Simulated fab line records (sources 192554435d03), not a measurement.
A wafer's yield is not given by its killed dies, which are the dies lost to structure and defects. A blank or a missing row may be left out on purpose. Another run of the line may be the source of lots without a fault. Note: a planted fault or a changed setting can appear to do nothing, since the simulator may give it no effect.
Matching of chambers	flow n5 finfet	N5_BEOL_M3_VIA_ETCH_34 on rie diel-06: 4 sister chambers
The step etches the open film in C4F6/O2, target depth 69.4 nm, time 65.9 s. 4 wafers are shown with their chamber, then 12 later ones without.

EACH WAFER AND ITS CHAMBER
wafer	chamber	showerhead plenum p Torr (Torr)
L086.4	1	2.70
L090.2	3	2.78
L090.3	0	2.85
L090.6	2	2.97

WAFERS WHOSE CHAMBER IS MISSING
wafer	showerhead plenum p Torr (Torr)
L092.2	2.85
L092.4	2.70
L092.5	2.70
L093.2	2.96
L093.3	2.85
L093.5	2.78
L095.1	2.78
L095.3	2.85
L095.6	2.78
L097.1	2.84
L097.2	2.77
L097.3	2.96

CHAMBER TAKEN BY EACH
wafer	from the rows above	in truth
L092.2	0	0
L092.4	1	1
L092.5	1	1
L093.2	2	2
L093.3	0	0
L093.5	3	3
L095.1	3	3
L095.3	0	0
L095.6	3	3
L097.1	0	0
L097.2	3	3
L097.3	2	2
Placed correctly: 12 of 12. Not placeable from these rows: 0. Number placed wrongly: 0.
How it was worked out, from the rows above alone: a wafer's distance from a chamber is the root of the sum, over the readings, of the square of ((its reading less the chamber's mean) divided by the reading's scatter). The wafer belongs to the nearest chamber; if the next one is less than 2 further off, it can't be placed. A chamber's mean is the mean of its shown wafers. The scatter (one wafer shown for each chamber): square how far every hidden wafer sits from the nearest shown wafer, average those squares and take the square root.
